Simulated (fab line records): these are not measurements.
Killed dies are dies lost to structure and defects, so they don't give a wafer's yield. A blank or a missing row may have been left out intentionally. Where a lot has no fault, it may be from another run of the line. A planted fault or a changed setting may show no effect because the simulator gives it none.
Matching of chambers | flow n5 finfet | N5_HKMG_FIN_ETCH_32 on rie diel-02 has 4 sister chambers
The step etches SOC in N2/H2, target depth 240 nm, time 300 s. 8 wafers are shown with their chamber, then 7 later ones without.

## WAFERS PAIRED WITH THEIR CHAMBERS
wafer  | chamber | drypump motor current A (A) | showerhead plenum p Torr (Torr)
L080.5 | 2       | 6.3                         | 2.67
L082.1 | 0       | 4.9                         | 2.56
L082.6 | 1       | 5.0                         | 2.70
L085.1 | 3       | 5.2                         | 2.57
L085.2 | 0       | 4.9                         | 2.56
L085.3 | 1       | 5.0                         | 2.70
L090.1 | 3       | 5.2                         | 2.57
L090.2 | 2       | 6.4                         | 2.66

## WAFERS MISSING THEIR CHAMBER
wafer  | drypump motor current A (A) | showerhead plenum p Torr (Torr)
L090.3 | 5.0                         | 2.69
L094.2 | 4.9                         | 2.56
L094.3 | 6.4                         | 2.66
L094.5 | 4.9                         | 2.69
L096.1 | 4.9                         | 2.55
L096.4 | 6.4                         | 2.65
L096.6 | 4.9                         | 2.55

## WHICH CHAMBER EACH WENT THROUGH
wafer  | from the rows above | in truth
L090.3 | 1                   | 1
L094.2 | 0                   | 0
L094.3 | 2                   | 2
L094.5 | 1                   | 1
L096.1 | 0                   | 0
L096.4 | 2                   | 2
L096.6 | 0                   | 0
7 of 7 placed correctly. Not placeable from these rows: 0. 0 placed wrongly.
How it was worked out, from the rows above alone: a wafer's distance from a chamber is the root of the sum, over the readings, of the square of ((its reading less the chamber's mean) divided by the reading's scatter). If the next closest chamber is less than 2 further off than the closest, the wafer can't be placed; otherwise it belongs to the closest. Each chamber's mean is taken over the wafers shown for it. The scatter: take each reading less its chamber's mean, square it, sum over the shown wafers, divide by the number of wafers less the number of chambers, and take the root.
